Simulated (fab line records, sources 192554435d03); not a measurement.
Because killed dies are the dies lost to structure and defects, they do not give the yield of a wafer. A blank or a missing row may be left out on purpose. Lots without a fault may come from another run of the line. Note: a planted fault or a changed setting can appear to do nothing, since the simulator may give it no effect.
A single fault, viewed from 3 desks / flow n5Finfet / each desk has only its own numbers; what lay behind them comes last

== THE DEFECT DESK ==
Inspection counts along the route, by lot: the mean over sampled wafers that carry a number. A lot is out of limits, marked OUT, if its mean lies more than 4 standard deviations from the usual mean; the brackets give that distance.
Columns: A = rawDefectCount at N5_PMOS_HMC_CHANNEL_EPI_INSPECT_30, usual 17; B = rawDefectCount at N5_FIN_SAQP_INSPECT_18, usual 364
lot=L792; first seen here=day 2 07:57; A=22; B=405
lot=L795; first seen here=day 3 02:38; A=22; B=321
lot=L800; first seen here=day 4 08:10; A=16; B=317
lot=L809; first seen here=day 6 14:34; A=12; B=404
lot=L813; first seen here=day 7 13:50; A=15; B=333
Result from this desk: across the 5 lots, nothing is out of limits.

== FROM THE METROLOGY DESK ==
Means of the sampled wafers that have a number, per lot and without regard to the tool the lot ran on: this is what the gauges read. A lot is out of limits, marked OUT, if its mean lies more than 4 standard deviations from the usual mean; the brackets give that distance.
Columns: A = HMC_CMP_THK at N5_PMOS_HMC_CHANNEL_EPI_THK_MEAS_22, usual 54.2 nm; B = thkNm at N5_FIN_SAQP_THK_MEAS_05, usual 38.1 nm; C = thkNm at N5_FIN_SAQP_THK_MEAS_07, usual 60.1 nm; D = cdNm at N5_FIN_SAQP_CD_MEAS_16, usual 35.63 nm; E = FIN_CORE_OVL at N5_FIN_SAQP_OVL_MEAS_17, usual -0.4 nm
lot=L792; first seen here=day 2 07:28; A=54.7; B=38.3; C=60.3; D=35.48; E=-0.3
lot=L795; first seen here=day 3 02:10; A=53.9; B=37.8; C=60.0; D=35.36; E=-0.4
lot=L800; first seen here=day 4 07:41; A=54.4; B=38.0; C=60.8; D=35.66; E=-0.6
lot=L809; first seen here=day 6 14:00; A=55.4; B=39.0; C=59.8; D=35.83; E=-0.3
lot=L813; first seen here=day 7 13:21; A=53.8; B=37.5; C=60.5; D=35.66; E=-2.3
Result from this desk: across the 5 lots, nothing is out of limits.

== THE TOOL OWNER'S DESK: aldSin-03 ==
The tool's own readings at N5_FIN_SAQP_ALD_61 (deposits SiO2, target thk 4 nm, pulse time 1 s, purge time 2 s): means of the sampled wafers that have a number, for each lot that ran on this tool. A lot is out of limits, marked OUT, if its mean lies more than 4 standard deviations from the usual mean; the brackets give that distance.
Columns: A = heaterPowerW at N5_FIN_SAQP_ALD_61, usual 474 W; B = precursorPulseHeightRel at N5_FIN_SAQP_ALD_61, usual 1.001
lot=L795; first seen here=day 3 03:46; A=485; B=1.013
lot=L800; first seen here=day 4 08:34; A=504; B=0.988
Result from this desk: across the 2 lots, nothing is out of limits.

== BROUGHT TOGETHER ==
Nothing out of limits was seen by the defect desk.
From the metrology desk's view, nothing was out of limits.
The desk of the tool owner found nothing out of limits.

== WHAT HAD BEEN PUT IN BY THE SIMULATOR ==
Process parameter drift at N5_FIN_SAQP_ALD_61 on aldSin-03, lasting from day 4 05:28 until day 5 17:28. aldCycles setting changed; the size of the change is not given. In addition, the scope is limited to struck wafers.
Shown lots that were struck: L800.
